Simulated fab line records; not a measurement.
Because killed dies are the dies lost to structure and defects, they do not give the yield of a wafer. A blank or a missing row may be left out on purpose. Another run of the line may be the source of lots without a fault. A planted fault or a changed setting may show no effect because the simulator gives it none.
Split-lot trial -- flow n5 finfet -- 7 lots, 21 wafers read, on a route of 1938 steps

ON THE SPLIT
At N5_BEOL_M6_ETCH_66 (etches SOC in N2/H2, target depth 80 nm, overetch 16 nm, time 120 s), the setting bias w was moved away from the recipe's 150 W on 8 of the 21 wafers read, by -13.6% to +15.9%. For the rest of the wafers, this setting stayed at what the recipe calls for.

The reading comes from the split's own step.

THE READING
rf vpp V, in V, at N5_BEOL_M6_ETCH_66 (etches SOC in N2/H2, target depth 80 nm, overetch 16 nm, time 120 s). Fault-free wafers of this fab line usually give 524.5 V, standard deviation 1.8 V.

wafer,"tool, chamber at the split","bias w as run, W",against the recipe,"rf vpp V, V",against lot-mates on the recipe
L074.1,"rie diel-01, 1",129.6,-13.6%,479.4,-45.3
L074.2,"rie diel-01, 3",150,recipe,521.2,-
L074.3,"rie diel-01, 0",150,recipe,528.1,-
L079.3,"rie diel-03, 2",171.4,+14.3%,569.5,+44.5
L079.5,"rie diel-03, 3",171.4,+14.3%,570.2,+45.2
L079.6,"rie diel-03, 0",150,recipe,525.0,-
L084.1,"rie diel-01, 3",136.4,-9.1%,491.4,-36.8
L084.2,"rie diel-01, 0",150,recipe,528.2,-
L084.5,"rie diel-01, 3",136.4,-9.1%,490.4,-37.8
L087.3,"rie diel-03, 3",150,recipe,524.3,-
L087.5,"rie diel-03, 2",166.6,+11.1%,559.2,+34.9
L087.6,"rie diel-03, 1",166.6,+11.1%,559.7,+35.4
L088.1,"rie diel-01, 0",150,recipe,527.4,-
L088.2,"rie diel-01, 2",150,recipe,524.5,-
L088.3,"rie diel-01, 1",150,recipe,525.2,-
L092.4,"rie diel-01, 3",173.8,+15.9%,573.0,+46.7
L092.5,"rie diel-01, 0",150,recipe,526.9,-
L092.6,"rie diel-01, 1",150,recipe,525.8,-
L095.2,"rie diel-03, 3",150,recipe,522.5,-
L095.3,"rie diel-03, 1",150,recipe,525.4,-
L095.6,"rie diel-03, 3",150,recipe,523.9,-

FIT RESULTS
A straight line over all 21 wafers: rf vpp V changes by +3.25 V for each +1% of bias w; r = +1.00; the points scatter about the line by 2.4 V.
The same after taking each lot's own level away (the mean of its wafers on the recipe; 21 wafers): +3.3 V for each +1%; r = +0.99; scatter 2.8 V.
According to that fit, moving bias w by its largest amount changes the reading by 52 V.
Measured against the standard deviation above, the lots' own levels, which go from 523.93 to 528.20 V, span 2.4 times it.
Hence the lot-to-lot level has little effect on the slope; both slopes agree.
Check: for one of the wafers moved furthest among these (+15.9%), held out of the fit, the line's prediction against its lot-mates is +52.2 V. Against them it came out at +46.7 V.
Tool readings at the split's step, against how far the setting was moved: rf vpp V r = +1.00.

OTHER SPLITS ON THESE WAFERS
Note: prior to the reading, these wafers also went through further splits. Each is held against what the fit with the lots' levels taken away leaves over:
other split on the same wafers,wafers away from the commonest value,r with rf vpp V (lot level and that fit taken away)
N5_BEOL_M3_ETCH_41 target depth a,4,+0.21
N5_BEOL_M5_TRENCH_ETCH_37 time s,11,-0.18
N5_BEOL_M5_ETCH_41 source w,6,-0.15

THE WHOLE CHAIN: every reading that the file lists as answering this split, in the file's order
step,what it does,reading,change (the file's fit),r (the file's)
N5_BEOL_M6_ETCH_66,"etches SOC in N2/H2, target depth 80 nm, overetch 16 nm, time 120 s",rf vpp V,+3.22 V for each +1% of the setting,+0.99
N5_BEOL_M6_ETCH_66,"etches SOC in N2/H2, target depth 80 nm, overetch 16 nm, time 120 s","SiARC_of_BEOL_M6_COAT_64.thk nm (the simulator's own value, which no gauge read)",-0.0625 nm for each +1% of the setting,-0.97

THE FILE'S OWN FIT
rf vpp V changes by +3.22 V for each +1% of bias w, r = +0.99.
